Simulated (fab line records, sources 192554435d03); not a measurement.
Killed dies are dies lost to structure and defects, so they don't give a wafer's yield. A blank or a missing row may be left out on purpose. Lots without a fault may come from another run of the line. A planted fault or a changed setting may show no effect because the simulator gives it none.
fab line records | flow n5_finfet
record lots=7 wafers=21
route steps=1938 shown BEOL_M5@1116 BEOL_M6@1224 BEOL_M7@1293
start_h: hours from the record's first day to the start of the lot's first wafer shown | wait_h: hours since the lot's step before | " the same as in the row above | L1.1+2: a row that stands for several wafers | - no value, or no start given | * or withheld: withheld | < > ~ a bound
route shown NAME@n: a module of which the file shows steps, and the number in the route of the first | usual: mean/standard deviation of fault-free wafers | same: alike in all rows | chamber/n: place in a boat | sites: the reading at each site | _std_site: their standard deviation | _edge_site: outer sites' mean less inner sites' | radius_mm: how far each site lies from the wafer's centre | mask NAME#n: copy n | behind: the tool/chamber that last shaped the wafer | hold: why the lot was held/for how many hours/how that ended | device: the transistor (n, p or np) that didn't switch | end of line: the same wafers' tests at the end of the route | a step without rows: its recipe alone | killed: dies lost to structure and defects at the first sort, not the wafer's yield | map: a wafer's dies, x killed, . not, _ none there
set.NAME: the setting as run; set.NAME@STEP: as run at that earlier step | model.NAME: the simulator's own value behind a step, which no gauge read
lots whose settings were changed on purpose; a table a step, a row a wafer
## steps
# step N5_BEOL_M5_HM_DEP_02
# recipe material=TiN target_thk_a=200 temp_c=25 chamber_pressure_pa=0.49996
# columns lot.wafer tool chamber start_h wait_h set.target_thk_a model.TiN_of_BEOL_M5_HM_DEP_02.thk_nm
L076.3+4 pvd_sputter-02 - 188.61 2.1 211.8 21.2
L076.6 " - " " 211.8 20.8
L075.1 pvd_sputter-03 - 190.22 0.0 200 19.6
L075.2 " - " " 183.4 18.4
L075.5 " - " " 183.4 18
L082.1 pvd_sputter-03 - 240.98 2.8 191.8 19.4
L082.4 " - " " 200 20.2
L082.6 " - " " 200 20
L084.1 pvd_sputter-01 - 241.10 1.6 200 20.2
L084.3 " - " " 200 19.8
L084.4 " - " " 218.3 21.6
L086.2+3 pvd_sputter-02 - 251.34 0.2 200 20
L086.6 " - " " 200 20.2
L091.3 pvd_sputter-02 - 282.39 1.5 178 18
L091.4 " - " " 200 20
L091.6 " - " " 178 18.2
L096.1+4 pvd_sputter-02 - 303.91 0.2 200 20.4
L096.5 " - " " 200 20.2
# step N5_BEOL_M5_COAT_59
# recipe resist=SOC temp_c=250 time_s=60 spin_rpm=1500 resist_thk_nm=60
# step N5_BEOL_M5_COAT_60
# recipe resist=SiARC temp_c=220 time_s=60 spin_rpm=1500 resist_thk_nm=12
# step N5_BEOL_M5_STRIP_73
# recipe chemistry=N2/H2 temp_c=40 n2_flow_sccm=200 h2_flow_sccm=200 rf_frequency_hz=6e+07
# step N5_BEOL_M5_STRIP_64
# recipe chemistry=CF4 resist=SiARC power_w=300 bias_power_w=75 pressure_mtorr=50 cf4_flow_sccm=150 rf_frequency_hz=6e+07
# step N5_BEOL_M5_HM_OPEN_17
# recipe chemistry=Cl2/BCl3 target_depth_a=200 overetch_a=60 target=TiN mask_material=SOC ion_energy_ev=150 pressure_mtorr=10 icp_w=1000 bias_w=126 Cl2_flow_sccm=53.25 bcl3_flow_sccm=21.75 Ar_flow_sccm=25
# columns lot.wafer tool chamber start_h wait_h set.target_thk_a@BEOL_M5_HM_DEP_02 model.etch.depth_nm
L076.3 rie_metal-01 0 189.69 0.1 211.8 21.13
L076.4 " 0 " " 211.8 21.11
L076.6 " 0 " " 211.8 20.86
L075.1 rie_metal-01 0 191.07 0.0 200 19.7
L075.2 " 0 " " 183.4 18.31
L075.5 " 0 " " 183.4 17.94
L082.1 rie_metal-03 0 241.94 0.0 191.8 19.45
L082.4 " 1 " " 200 20.15
L082.6 " 1 " " 200 19.93
L084.1 rie_metal-01 1 242.15 0.0 200 20.22
L084.3 " 1 " " 200 19.75
L084.4 " 0 " " 218.3 21.63
L086.2 rie_metal-03 1 252.11 0.0 200 19.93
L086.3 " 0 " " 200 20
L086.6 " 0 " " 200 20.18
L091.3 rie_metal-02 0 283.32 0.1 178 18.07
L091.4 " 1 " " 200 20.03
L091.6 " 1 " " 178 18.16
L096.1 rie_metal-02 0 304.79 0.0 200 20.36
L096.4 " 1 " " 200 20.4
L096.5 " 1 " " 200 20.27
# step N5_BEOL_M5_STRIP_19
# recipe chemistry=O2 power_w=400 temp_c=40 pressure_mtorr=30 rf_frequency_hz=6e+07 bias_power_w=0 overash_fraction=0.2 o2_flow_sccm=225
# step N5_BEOL_M5_STRIP_85
# recipe chemistry=C4F6/O2 resist=SiARC rf_frequency_hz=6e+07
# step N5_BEOL_M5_STRIP_36
# recipe chemistry=N2/H2 power_w=450 temp_c=40 pressure_mtorr=20 rf_frequency_hz=6e+07 overash_fraction=0.3 bias_power_w=7 h2_frac=0.5 n2_flow_sccm=200 h2_flow_sccm=200
# step N5_BEOL_M5_TRENCH_ETCH_37
# recipe chemistry=C4F6/O2 target_depth_a=716.52 target=SiCOH_lowk time_s=24.7 ion_energy_ev=250 pressure_mtorr=30 source_w=345 bias_w=185 Ar_flow_sccm=300 C4F6_flow_sccm=10 O2_flow_sccm=10
# columns lot.wafer tool chamber start_h wait_h set.target_thk_a@BEOL_M5_HM_DEP_02 model.TiN_of_BEOL_M5_HM_DEP_02.thk_nm
L076.3+4 rie_diel-06 3 - - 211.8 19
L076.6 " 0 " " 211.8 18.8
L075.1 rie_diel-06 1 - - 200 17.6
L075.2 " 0 " " 183.4 16.2
L075.5 " 0 " " 183.4 15.8
L084.1 rie_diel-04 2 - - 200 18
L084.3 " 1 " " 200 17.6
L084.4 " 3 " " 218.3 19.6
L082.1 rie_diel-04 0 - - 191.8 17.2
L082.4 " 1 " " 200 18
L082.6 " 2 " " 200 17.8
L086.2+3 rie_diel-02 2,0 - - 200 17.8
L086.6 " 2 " " 200 18
L091.3+6 rie_diel-04 3,0 - - 178 16
L091.4 " 0 " " 200 18
L096.1+5 rie_diel-02 0,1 - - 200 18.2
L096.4 " 1 " " 200 18.4
# step N5_BEOL_M5_SPUTTER_81
# recipe material=Cu target_thk_a=150 temp_c=-20 chamber_pressure_pa=0.07 power_w=withheld time_s=27.62
# columns lot.wafer tool chamber start_h wait_h set.time_s model.Cu_of_BEOL_M5_SPUTTER_81.thk_nm
L076.3+6 pvd_sputter-03 - 193.35 0.5 27.62 15.2
L076.4 " - " " 27.62 14.8
L075.1+2 pvd_sputter-02 - 196.92 0.5 23.64 12.8
L075.5 " - " " 23.64 -
L084.1 pvd_sputter-02 - 246.94 0.5 31.72 -
L084.3 " - " " 27.62 14.8
L084.4 " - " " 31.72 17
L082.1 pvd_sputter-01 - 247.25 0.5 27.62 15
L082.4 " - " " 29.52 15.8
L082.6 " - " " 29.52 -
L086.2+3 pvd_sputter-02 - 255.73 0.5 27.62 15.2
L086.6 " - " " 31.64 -
L091.3 pvd_sputter-02 - 287.28 0.5 27.62 14.8
L091.4 " - " " 25.81 14
L091.6 " - " " 25.81 14.2
L096.1 pvd_sputter-01 - 309.97 0.5 27.62 14.4
L096.4+5 " - " " 27.62 14.6
# step N5_BEOL_M6_EXPOSE_25
# recipe mask_id=V5 na=0.33 source_shape=annular sigma_inner=0.4 sigma_outer=0.8 polarization=unpolarized target_cd_nm=40 dose_mj=45
# columns lot.wafer tool chamber start_h wait_h mask set.dose_mj
L076.3+4 euv_scanner-01 0 200.32 - V5#0 48.03
L076.6 " 0 " " V5#0 45
L075.1+2+5 euv_scanner-01 0 204.23 - V5#0 45
L084.1+3 euv_scanner-02 0 257.44 - V5#0 45
L084.4 " 0 " " V5#0 42.75
L082.1+6 euv_scanner-01 0 257.62 - V5#0 45
L082.4 " 0 " " V5#0 42.1
L086.2+6 euv_scanner-01 0 264.88 - V5#0 45
L086.3 " 0 " " V5#0 46.04
L091.3+4 euv_scanner-02 0 293.85 - V5#0 45
L091.6 " 0 " " V5#0 43.15
L096.1+4+5 euv_scanner-02 0 318.48 - V5#0 45
# step N5_BEOL_M6_PEB_26
# recipe peb_temp_c=100 peb_time_s=60 resist=CAR-EUV
# step N5_BEOL_M6_DEVELOP_27
# recipe develop_time_s=30 developer=TMAH resist=CAR-EUV rinse_liquid=surfactant_rinse dry=air_spin dev_temp_c=23
# step N5_BEOL_M6_CD_MEAS_28
# recipe target_cd_nm=40 landing_energy_ev=500 detector=se_inlens
# usual cd_nm=40.01/0.2
# columns lot.wafer tool chamber start_h wait_h set.dose_mj@BEOL_M6_EXPOSE_25 cd_nm
L076.3 cd_sem-03 0 200.44 - 48.03 41.44
L076.4 " 0 " " 48.03 41.32
L076.6 " 0 " " 45 40.16
L075.1 cd_sem-02 0 204.36 - 45 40.00
L075.2 " 0 " " 45 40.40
L075.5 " 0 " " 45 40.13
L084.1 cd_sem-01 0 257.58 - 45 39.73
L084.3 " 0 " " 45 40.01
L084.4 " 0 " " 42.75 38.96
L082.1 cd_sem-02 0 257.76 - 45 39.93
L082.4 " 0 " " 42.1 38.52
L082.6 " 0 " " 45 40.11
L086.2 cd_sem-01 0 265.01 - 45 40.12
L086.3 " 0 " " 46.04 40.47
L086.6 " 0 " " 45 40.14
L091.3 cd_sem-01 0 293.98 - 45 40.14
L091.4 " 0 " " 45 40.14
L091.6 " 0 " " 43.15 39.21
L096.1 cd_sem-01 0 318.62 - 45 40.33
L096.4 " 0 " " 45 39.84
L096.5 " 0 " " 45 40.27
# step N5_BEOL_M6_DESCUM_33
# recipe chemistry=O2 time_s=7 source_power_w=50 bias_power_w=20 pressure_mtorr=20 rf_frequency_hz=2.712e+07 temp_c=40 resist=CAR-EUV o2_flow_sccm=225
# columns lot.wafer tool chamber start_h wait_h set.dose_mj@BEOL_M6_EXPOSE_25 model.BEOL_M6.cd_nm
L076.3+4 rie_diel-01 3 200.66 0.1 48.03 41.6
L076.6 " 0 " " 45 40
L075.1+2 rie_diel-05 1,0 204.49 0.0 45 40.2
L075.5 " 0 " " 45 40.4
L084.1 rie_diel-01 3 257.70 0.0 45 39.8
L084.3 " 0 " " 45 40
L084.4 " 1 " " 42.75 38.8
L082.1 rie_diel-03 0 257.88 0.0 45 40
L082.4 " 2 " " 42.1 38.4
L082.6 " 3 " " 45 40.2
L086.2+6 rie_diel-03 0,2 265.26 0.2 45 40.2
L086.3 " 2 " " 46.04 40.8
L091.3 rie_diel-05 0 294.46 0.4 45 40
L091.4 " 3 " " 45 40.2
L091.6 " 1 " " 43.15 39.2
L096.1 rie_diel-05 3 319.00 0.3 45 40.2
L096.4+5 " 2 " " 45 40
# step N5_BEOL_M6_ETCH_72
# recipe chemistry=N2/H2 target=underlayer target_depth_a=65 mask_material=CAR-EUV time_s=5.2 ion_energy_ev=200 pressure_mtorr=30 source_w=840 bias_w=150 n2_flow_sccm=200 h2_flow_sccm=200 ends=cleared
# columns lot.wafer tool chamber start_h wait_h set.dose_mj@BEOL_M6_EXPOSE_25 model.BEOL_M6.cd_nm
L076.3+4 rie_diel-01 3 200.69 0.0 48.03 41.6
L076.6 " 0 " " 45 40
L075.1+2 rie_diel-05 1,0 204.52 0.0 45 40.2
L075.5 " 0 " " 45 40.4
L084.1 rie_diel-01 3 257.74 0.0 45 39.8
L084.3 " 0 " " 45 40
L084.4 " 1 " " 42.75 38.8
L082.1+6 rie_diel-03 0,3 257.91 0.0 45 40.2
L082.4 " 2 " " 42.1 38.4
L086.2+6 rie_diel-03 0,2 265.29 0.0 45 40.2
L086.3 " 2 " " 46.04 40.8
L091.3 rie_diel-05 0 294.50 0.0 45 40
L091.4 " 3 " " 45 40.2
L091.6 " 1 " " 43.15 39.2
L096.1 rie_diel-05 3 319.04 0.0 45 40.2
L096.4+5 " 2 " " 45 39.8
# step N5_BEOL_M6_ETCH_65
# recipe chemistry=CF4 target=SiARC target_depth_a=156 mask_material=CAR-EUV time_s=26 ion_energy_ev=80 pressure_mtorr=40 source_w=545 bias_w=36 Ar_flow_sccm=100 cf4_flow_sccm=100 ends=cleared
# columns lot.wafer tool chamber start_h wait_h set.dose_mj@BEOL_M6_EXPOSE_25 model.BEOL_M6.cd_nm
L076.3+4 rie_diel-01 3 200.71 0.0 48.03 41.6
L076.6 " 0 " " 45 40
L075.1 rie_diel-05 1 204.54 0.0 45 39.8
L075.2 " 0 " " 45 40.2
L075.5 " 0 " " 45 40.4
L084.1 rie_diel-01 3 257.75 0.0 45 39.8
L084.3 " 0 " " 45 40
L084.4 " 1 " " 42.75 38.6
L082.1+6 rie_diel-03 0,3 257.93 0.0 45 40.2
L082.4 " 2 " " 42.1 38.4
L086.2 rie_diel-03 0 265.31 0.0 45 40.2
L086.3 " 2 " " 46.04 40.8
L086.6 " 2 " " 45 40.4
L091.3 rie_diel-05 0 294.51 0.0 45 40
L091.4 " 3 " " 45 40.4
L091.6 " 1 " " 43.15 39
L096.1 rie_diel-05 3 319.05 0.0 45 40.4
L096.4+5 " 2 " " 45 40
# step N5_BEOL_M6_ETCH_66
# recipe chemistry=N2/H2 target=SOC target_depth_a=800 overetch_a=160 mask_material=SiARC temp_c=40 time_s=120 ion_energy_ev=200 pressure_mtorr=30 source_w=840 bias_w=150 n2_flow_sccm=200 h2_flow_sccm=200
# step N5_BEOL_M6_STRIP_69
# recipe chemistry=N2/H2 temp_c=40 n2_flow_sccm=200 h2_flow_sccm=200 rf_frequency_hz=6e+07
# step N5_BEOL_M6_STRIP_73
# recipe chemistry=N2/H2 temp_c=40 n2_flow_sccm=200 h2_flow_sccm=200 rf_frequency_hz=6e+07
# step N5_BEOL_M6_VIA_ETCH_34
# recipe chemistry=C4F6/O2 target=SiCOH_lowk target_depth_a=1263 mask_material=SOC taper_deg=4 time_s=50.9 ion_energy_ev=250 pressure_mtorr=30 source_w=345 bias_w=185 Ar_flow_sccm=300 C4F6_flow_sccm=10 O2_flow_sccm=10
# columns lot.wafer tool chamber start_h wait_h set.dose_mj@BEOL_M6_EXPOSE_25 model.BEOL_M6.cd_nm
L076.3 rie_diel-01 3 200.84 0.0 48.03 41.6
L076.4 " 3 " " 48.03 41.8
L076.6 " 0 " " 45 39.8
L075.1 rie_diel-05 1 204.67 0.0 45 39.6
L075.2 " 0 " " 45 40.2
L075.5 " 0 " " 45 40.4
L084.1+3 rie_diel-01 3,0 257.88 0.0 45 40
L084.4 " 1 " " 42.75 38.8
L082.1 rie_diel-03 0 258.06 0.0 45 40
L082.4 " 2 " " 42.1 38.2
L082.6 " 3 " " 45 40.4
L086.2+6 rie_diel-03 0,2 265.44 0.0 45 40.2
L086.3 " 2 " " 46.04 40.4
L091.3 rie_diel-05 0 294.64 0.0 45 40
L091.4 " 3 " " 45 40.4
L091.6 " 1 " " 43.15 38.8
L096.1 rie_diel-05 3 319.18 0.0 45 41
L096.4+5 " 2 " " 45 40.4
# step N5_BEOL_M7_EXPOSE_25
# recipe mask_id=V6 na=0.33 source_shape=annular sigma_inner=0.4 sigma_outer=0.8 polarization=unpolarized target_cd_nm=40 dose_mj=42.5
# columns lot.wafer tool chamber start_h wait_h mask set.dose_mj
L076.3+6 euv_scanner-02 0 206.53 - V6#0 44.03
L076.4 " 0 " " V6#0 42.5
L075.1+2 euv_scanner-01 0 210.24 - V6#0 39.53
L075.5 " 0 " " V6#0 42.5
L082.1+4 euv_scanner-02 0 264.92 - V6#0 45.46
L082.6 " 0 " " V6#0 42.5
L084.1+3+4 euv_scanner-02 0 265.21 - V6#0 42.5
L086.2+3+6 euv_scanner-01 0 273.52 - V6#0 42.5
L091.3+4+6 euv_scanner-02 0 301.14 - V6#0 42.5
L096.1+4+5 euv_scanner-02 0 329.51 - V6#0 42.5
# step N5_BEOL_M7_PEB_26
# recipe peb_temp_c=100 peb_time_s=60 resist=CAR-EUV
# step N5_BEOL_M7_DEVELOP_27
# recipe develop_time_s=30 developer=TMAH resist=CAR-EUV rinse_liquid=surfactant_rinse dry=air_spin dev_temp_c=23
# step N5_BEOL_M7_CD_MEAS_28
# recipe target_cd_nm=40 landing_energy_ev=500 detector=se_inlens
# usual cd_nm=40.02/0.25
# columns lot.wafer tool chamber start_h wait_h set.dose_mj@BEOL_M7_EXPOSE_25 cd_nm
L076.3 cd_sem-02 0 206.65 - 44.03 40.44
L076.4 " 0 " " 42.5 40.23
L076.6 " 0 " " 44.03 40.85
L075.1 cd_sem-03 0 210.38 - 39.53 38.45
L075.2 " 0 " " 39.53 38.27
L075.5 " 0 " " 42.5 39.92
L082.1 cd_sem-01 0 265.05 - 45.46 41.39
L082.4 " 0 " " 45.46 41.38
L082.6 " 0 " " 42.5 39.90
L084.1 cd_sem-03 0 265.34 - 42.5 39.91
L084.3 " 0 " " 42.5 39.87
L084.4 " 0 " " 42.5 39.69
L086.2 cd_sem-02 0 273.65 - 42.5 39.93
L086.3 " 0 " " 42.5 40.09
L086.6 " 0 " " 42.5 39.80
L091.3 cd_sem-02 0 301.27 - 42.5 39.91
L091.4 " 0 " " 42.5 39.67
L091.6 " 0 " " 42.5 39.69
L096.1 cd_sem-03 0 329.64 - 42.5 39.83
L096.4 " 0 " " 42.5 39.99
L096.5 " 0 " " 42.5 39.75
# step N5_BEOL_M7_DESCUM_33
# recipe chemistry=O2 time_s=7 source_power_w=50 bias_power_w=20 pressure_mtorr=20 rf_frequency_hz=2.712e+07 temp_c=40 resist=CAR-EUV o2_flow_sccm=225
# columns lot.wafer tool chamber start_h wait_h set.dose_mj@BEOL_M7_EXPOSE_25 model.BEOL_M7.cd_nm
L076.3+6 rie_diel-02 1,0 206.77 0.0 44.03 40.8
L076.4 " 2 " " 42.5 40
L075.1 rie_diel-04 0 210.88 0.4 39.53 38.4
L075.2 " 2 " " 39.53 38.6
L075.5 " 0 " " 42.5 40
L082.1 rie_diel-02 3 265.18 0.0 45.46 41.2
L082.4 " 2 " " 45.46 41.4
L082.6 " 2 " " 42.5 39.8
L084.1 rie_diel-06 1 265.47 0.0 42.5 40.2
L084.3 " 2 " " 42.5 40
L084.4 " 0 " " 42.5 39.8
L086.2+6 rie_diel-02 2,3 273.77 0.0 42.5 40
L086.3 " 0 " " 42.5 39.6
L091.3+4 rie_diel-04 3,2 301.47 0.1 42.5 39.8
L091.6 " 3 " " 42.5 39.6
L096.1 rie_diel-04 0 329.76 0.0 42.5 39.8
L096.4+5 " 1,0 " " 42.5 40
# step N5_BEOL_M7_ETCH_72
# recipe chemistry=N2/H2 target=underlayer target_depth_a=65 mask_material=CAR-EUV time_s=5.2 ion_energy_ev=200 pressure_mtorr=30 source_w=840 bias_w=150 n2_flow_sccm=200 h2_flow_sccm=200 ends=cleared
# columns lot.wafer tool chamber start_h wait_h set.dose_mj@BEOL_M7_EXPOSE_25 model.BEOL_M7.cd_nm
L076.3 rie_diel-02 1 206.80 0.0 44.03 40.8
L076.4 " 2 " " 42.5 40
L076.6 " 0 " " 44.03 41
L075.1 rie_diel-04 0 210.92 0.0 39.53 38.4
L075.2 " 2 " " 39.53 38.6
L075.5 " 0 " " 42.5 40
L082.1+4 rie_diel-02 3,2 265.21 0.0 45.46 41.2
L082.6 " 2 " " 42.5 39.6
L084.1 rie_diel-06 1 265.50 0.0 42.5 40.2
L084.3 " 2 " " 42.5 40
L084.4 " 0 " " 42.5 39.8
L086.2+6 rie_diel-02 2,3 273.81 0.0 42.5 40.2
L086.3 " 0 " " 42.5 39.8
L091.3+6 rie_diel-04 3 301.51 0.0 42.5 39.6
L091.4 " 2 " " 42.5 40
L096.1+5 rie_diel-04 0 329.80 0.0 42.5 40
L096.4 " 1 " " 42.5 39.8
# step N5_BEOL_M7_ETCH_66
# recipe chemistry=N2/H2 target=SOC target_depth_a=800 overetch_a=160 mask_material=SiARC temp_c=40 time_s=120 ion_energy_ev=200 pressure_mtorr=30 source_w=840 bias_w=150 n2_flow_sccm=200 h2_flow_sccm=200
# columns lot.wafer tool chamber start_h wait_h set.time_s model.SiARC_of_BEOL_M7_COAT_64.thk_nm
L076.3 rie_diel-02 1 206.85 0.0 95.3 7.6
L076.4 " 2 " " 120 6.2
L076.6 " 0 " " 120 6.4
L075.1 rie_diel-04 0 210.96 0.0 131.5 5.8
L075.2 " 2 " " 131.5 5.6
L075.5 " 0 " " 120 6.4
L082.1 rie_diel-02 3 265.26 0.0 120 6.4
L082.4 " 2 " " 141.5 5.2
L082.6 " 2 " " 141.5 5.4
L084.1+4 rie_diel-06 1,0 265.55 0.0 120 6.4
L084.3 " 2 " " 95.93 7.4
L086.2 rie_diel-02 2 273.85 0.0 120 6.4
L086.3+6 " 0,3 " " 128.2 6
L091.3+6 rie_diel-04 3 301.55 0.0 120 6.4
L091.4 " 2 " " 106.8 6.8
L096.1 rie_diel-04 0 329.84 0.0 120 6.4
L096.4 " 1 " " 120 6.6
L096.5 " 0 " " 120 6.2
# step N5_BEOL_M7_STRIP_69
# recipe chemistry=N2/H2 temp_c=40 n2_flow_sccm=200 h2_flow_sccm=200 rf_frequency_hz=6e+07
# step N5_BEOL_M7_STRIP_73
# recipe chemistry=N2/H2 temp_c=40 n2_flow_sccm=200 h2_flow_sccm=200 rf_frequency_hz=6e+07
# step N5_BEOL_M7_VIA_ETCH_34
# recipe chemistry=C4F6/O2 target=SiCOH_lowk target_depth_a=1255 mask_material=SOC taper_deg=4 time_s=50.5 ion_energy_ev=250 pressure_mtorr=30 source_w=345 bias_w=185 Ar_flow_sccm=300 C4F6_flow_sccm=10 O2_flow_sccm=10
# columns lot.wafer tool chamber start_h wait_h set.dose_mj@BEOL_M7_EXPOSE_25 model.BEOL_M7.cd_nm
L076.3 rie_diel-02 1 206.95 0.0 44.03 40.6
L076.4 " 2 " " 42.5 39.8
L076.6 " 0 " " 44.03 41
L075.1 rie_diel-04 0 211.06 0.0 39.53 38.6
L075.2 " 2 " " 39.53 38.8
L075.5 " 0 " " 42.5 40
L082.1 rie_diel-02 3 265.36 0.0 45.46 41.2
L082.4 " 2 " " 45.46 41.6
L082.6 " 2 " " 42.5 40
L084.1 rie_diel-06 1 265.65 0.0 42.5 40.6
L084.3+4 " 2,0 " " 42.5 39.8
L086.2+6 rie_diel-02 2,3 273.95 0.0 42.5 40
L086.3 " 0 " " 42.5 40.4
L091.3+6 rie_diel-04 3 301.65 0.0 42.5 39.6
L091.4 " 2 " " 42.5 40.2
L096.1 rie_diel-04 0 329.94 0.0 42.5 40.2
L096.4 " 1 " " 42.5 40
L096.5 " 0 " " 42.5 40.4
## key
split step=N5_BEOL_M5_HM_DEP_02 setting=target_thk_a stated=200 by=wafer
response step=N5_BEOL_M5_HM_DEP_02 reading=model.TiN_of_BEOL_M5_HM_DEP_02.thk_nm change=+0.172 per=1% r=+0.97
response step=N5_BEOL_M5_HM_OPEN_17 reading=model.etch.depth_nm change=+0.178 per=1% r=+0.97
response step=N5_BEOL_M5_TRENCH_ETCH_37 reading=model.TiN_of_BEOL_M5_HM_DEP_02.thk_nm change=+0.188 per=1% r=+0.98
split step=N5_BEOL_M5_SPUTTER_81 setting=time_s stated=27.62 by=wafer
response step=N5_BEOL_M5_SPUTTER_81 reading=model.Cu_of_BEOL_M5_SPUTTER_81.thk_nm change=+0.136 per=1% r=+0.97
split step=N5_BEOL_M6_EXPOSE_25 setting=dose_mj stated=45 by=wafer
response step=N5_BEOL_M6_CD_MEAS_28 reading=cd_nm change=+0.202 per=1% r=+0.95
response step=N5_BEOL_M6_DESCUM_33 reading=model.BEOL_M6.cd_nm change=+0.241 per=1% r=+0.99
response step=N5_BEOL_M6_ETCH_72 reading=model.BEOL_M6.cd_nm change=+0.246 per=1% r=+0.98
response step=N5_BEOL_M6_ETCH_65 reading=model.BEOL_M6.cd_nm change=+0.261 per=1% r=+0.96
response step=N5_BEOL_M6_VIA_ETCH_34 reading=model.BEOL_M6.cd_nm change=+0.283 per=1% r=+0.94
split step=N5_BEOL_M7_EXPOSE_25 setting=dose_mj stated=42.5 by=wafer
response step=N5_BEOL_M7_CD_MEAS_28 reading=cd_nm change=+0.207 per=1% r=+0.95
response step=N5_BEOL_M7_DESCUM_33 reading=model.BEOL_M7.cd_nm change=+0.216 per=1% r=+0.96
response step=N5_BEOL_M7_ETCH_72 reading=model.BEOL_M7.cd_nm change=+0.225 per=1% r=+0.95
response step=N5_BEOL_M7_VIA_ETCH_34 reading=model.BEOL_M7.cd_nm change=+0.203 per=1% r=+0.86
split step=N5_BEOL_M7_ETCH_66 setting=time_s stated=120 by=wafer
response step=N5_BEOL_M7_ETCH_66 reading=model.SiARC_of_BEOL_M7_COAT_64.thk_nm change=-0.0571 per=1% r=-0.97
